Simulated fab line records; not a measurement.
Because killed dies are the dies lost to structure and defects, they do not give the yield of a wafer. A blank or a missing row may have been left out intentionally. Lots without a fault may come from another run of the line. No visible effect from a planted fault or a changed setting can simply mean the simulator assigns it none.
Chamber matching | flow n5Finfet | pecvd-01 running N5_PASSIVATION_PECVD_55: 3 sister chambers
The step deposits SiO2 from SiH4/N2O, target thk 400 nm, time 22.5 s. 18 wafers are shown with their chamber, then 9 later ones without.

## EACH WAFER AND ITS CHAMBER
wafer  | chamber | throttleValvePct (%) | showerheadPlenumPTorr (Torr) | heaterPowerW (W)
L076.2 | 2       | 50.5                 | 8.18                         | 654
L076.3 | 1       | 54.2                 | 8.02                         | 788
L076.4 | 0       | 50.8                 | 8.09                         | 554
L079.3 | 1       | 53.8                 | 8.06                         | 681
L079.4 | 2       | 50.8                 | 8.19                         | 625
L079.5 | 1       | 53.9                 | 8.06                         | 718
L081.2 | 1       | 53.6                 | 8.05                         | 810
L081.3 | 1       | 53.9                 | 8.05                         | 811
L081.4 | 2       | 50.8                 | 8.17                         | 666
L084.1 | 0       | 50.9                 | 8.09                         | 495
L084.2 | 1       | 54.0                 | 8.03                         | 751
L084.4 | 1       | 53.8                 | 8.05                         | 764
L086.1 | 0       | 50.8                 | 8.09                         | 486
L086.2 | 1       | 53.9                 | 8.02                         | 799
L086.4 | 0       | 50.9                 | 8.10                         | 487
L088.3 | 1       | 53.8                 | 8.06                         | 719
L088.4 | 2       | 50.9                 | 8.18                         | 639
L088.5 | 2       | 50.6                 | 8.19                         | 676

SIGNATURES (means of the wafers above)
reading               | chamber 0 | chamber 1 | chamber 2 | scatter within a chamber
throttleValvePct      | 50.850    | 53.878    | 50.720    | 0.149
showerheadPlenumPTorr | 8.0925    | 8.0444    | 8.1820    | 0.0131
heaterPowerW          | 505.50    | 760.11    | 652.00    | 38.3
Rule: for each reading, subtract the chamber's mean from the wafer's reading, divide by that reading's scatter and square the result; add these up over the readings and take the root, which gives the wafer's distance from the chamber. If the next closest chamber is less than 2 further off than the closest, the wafer can't be placed; otherwise it belongs to the closest. The scatter: take each reading less its chamber's mean, square it, sum over the shown wafers, divide by the number of wafers less the number of chambers, and take the root.

## WAFERS WITH NO CHAMBER GIVEN
wafer  | throttleValvePct (%) | showerheadPlenumPTorr (Torr) | heaterPowerW (W)
L092.1 | 50.9                 | 8.18                         | 687
L092.2 | 54.1                 | 8.06                         | 783
L092.5 | 50.7                 | 8.19                         | 538
L096.3 | 50.8                 | 8.11                         | 555
L096.5 | 51.1                 | 8.18                         | 706
L096.6 | 50.9                 | 8.10                         | 552
L097.1 | 51.1                 | 8.19                         | 617
L097.2 | 50.9                 | 8.09                         | 495
L097.5 | 51.1                 | 8.08                         | 523

## EACH ONE'S CHAMBER
wafer  | from the rows above | in truth
L092.1 | 2                   | 2
L092.2 | 1                   | 1
L092.5 | 2                   | 2
L096.3 | 0                   | 0
L096.5 | 2                   | 2
L096.6 | 0                   | 0
L097.1 | 2                   | 2
L097.2 | 0                   | 0
L097.5 | 0                   | 0
9 of 9 placed correctly. Left unplaced by these rows: 0. 0 placed wrongly.
